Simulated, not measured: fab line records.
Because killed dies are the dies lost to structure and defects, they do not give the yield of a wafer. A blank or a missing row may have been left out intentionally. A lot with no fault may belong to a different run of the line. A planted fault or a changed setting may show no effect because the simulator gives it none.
8D (eight disciplines) problem report, filled in by code || flow n5-finfet || the parts of the form that need people (team, actions taken, sign-off) are left out

1. THE PROBLEM
Wafers without a fault read 0.997 a.u., standard deviation 0.023; oes-product-au at N5_BEOL_M0_SAQP_ETCH_102 reads a mean of 0.841 a.u. on 2 wafers belonging to 2 lots. That puts it -6.8 standard deviations away from the usual mean.
The step: etches SiO2 in CF4, target depth 4 nm, time 4.4 s.
First seen on wafer L584.1, day 8 01:24, on rie-si-01. At this step, 16 wafers from 6 lots have a number in the record. By rule, "out" or "out of limits" means more than 4 standard deviations away from the usual mean. All remaining wafers that have a number are taken as sound.

2. WHAT IT IS; WHAT IT IS NOT
{"question": "which readings at this step", "is": "oes-product-au", "is not": "drypump-motor-current-A, throttle-valve-pct"}
{"question": "which lots", "is": "L584, L587", "is not": "L577, L578, L592, L593"}
{"question": "which wafers of those lots", "is": "L584.1, L587.5", "is not": "L584.4, L587.3"}
{"question": "read on which tools", "is": "rie-si-01", "is not": "rie-si-04, rie-si-06"}
{"question": "when", "is": "from day 8 01:24", "is not": "up to then (7 sound wafers); but 7 sound wafers of L587, L592, L593 came after"}

3. WHAT RULES OUT EACH SUSPECT
Counting: a tool at a process step up to the reading stays a suspect if it ran every lot that is out. Sound lots after the first of them don't rule it out here, since some wafers of a struck lot are sound.
- rie-diel-06 at N5_BEOL_M0_SAQP_HM_OPEN_112 (chemistry CHF3/O2, target SiO2, stops on a-Si, target depth 12 nm, time 13.5 s): kept. It processed each lot that is out (first: L584, day 7 22:57); up to then, its last sound lot is L578 (day 6 15:46).
- rie-si-06 at N5_BEOL_M0_SAQP_MANDREL_ETCH_20 (etches a-Si in HBr/Cl2, stops on SiNx, target depth 60 nm, bt time 10 s, time 30 s): kept. It processed each lot that is out (first: L584, day 7 23:02); up to then, its last sound lot is L577 (day 6 03:50).
- vapor-etch-01 at N5_BEOL_M0_SAQP_RECESS_114 (chemistry HF/NH3, target SiO2, target depth 14.4 nm, afs cycles 3, sublimation time 60 s): kept. It ran every lot that is out, first L584 (day 7 23:25).
- rie-diel-02 at N5_BEOL_M0_SAQP_SPACER1_ETCHBACK_99 (etches SiO2 in CHF3/O2, target depth 15.4 nm, time 7.7 s): kept. It processed each lot that is out (first: L584, day 8 01:04); up to then, its last sound lot is L577 (day 6 04:56).
- rie-si-01 at N5_BEOL_M0_SAQP_ETCH_102 (etches SiO2 in CF4, target depth 4 nm, time 4.4 s): kept. It processed each lot that is out (first: L584, day 8 01:24); up to then, its last sound lot is L577 (day 6 05:16). Its own oes-product-au readings are out on those wafers.
- In rie-si-06 at N5_BEOL_M0_SAQP_MANDREL_ETCH_20, the wafers that are out were processed in chamber 1 and their sound lot-mates in chambers 0, 3.
- Within vapor-etch-01 at N5_BEOL_M0_SAQP_RECESS_114: the wafers that are out ran in chamber 1; their sound lot-mates ran in chamber 0.
- Within rie-diel-02 at N5_BEOL_M0_SAQP_SPACER1_ETCHBACK_99: the wafers that are out ran in chambers 0, 3; their sound lot-mates ran in chambers 1, 2.
- Within rie-si-01 at N5_BEOL_M0_SAQP_ETCH_102: the wafers that are out ran in chamber 0; their sound lot-mates ran in chamber 2.
Left after counting: rie-diel-06 at N5_BEOL_M0_SAQP_HM_OPEN_112, rie-si-06 at N5_BEOL_M0_SAQP_MANDREL_ETCH_20, vapor-etch-01 at N5_BEOL_M0_SAQP_RECESS_114, rie-diel-02 at N5_BEOL_M0_SAQP_SPACER1_ETCHBACK_99, rie-si-01 at N5_BEOL_M0_SAQP_ETCH_102.

4. THE CAUSE (what the simulator had put in)
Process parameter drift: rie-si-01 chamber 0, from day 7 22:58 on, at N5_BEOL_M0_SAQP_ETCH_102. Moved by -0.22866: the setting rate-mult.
This tool is one of the 5 suspects left after counting.

5. THE CHAIN OF EFFECTS, in route order
Each row: a reading whose mean over the struck wafers that have a number lies more than 3 standard deviations from the usual. Readings are gone through only where the record gives a usual standard deviation; hours: the median, over the lots, of the time from a lot's start at the first step in this table giving one to that lot's start at this step; sigmas: the change measured in usual standard deviations.
{"hours": 0, "step": "N5_BEOL_M0_SAQP_ETCH_102", "reading": "oes-product-au", "usual": "0.997 a.u.", "on struck wafers": 0.841, "change": -0.156, "sigmas": -6.8}
Its process steps:
- N5_BEOL_M0_SAQP_ETCH_102: etches SiO2 in CF4, target depth 4 nm, time 4.4 s.
At these later measuring or inspecting steps, every struck wafer for which the step has a row has a number for every such reading, and none has moved that far: N5_BEOL_M4_RC_MEAS_101.

6. HOW IT WOULD HAVE BEEN CAUGHT EARLIER
First out-of-limits reading in this record: day 8 01:24, which is 2 hours after fault onset at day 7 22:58.
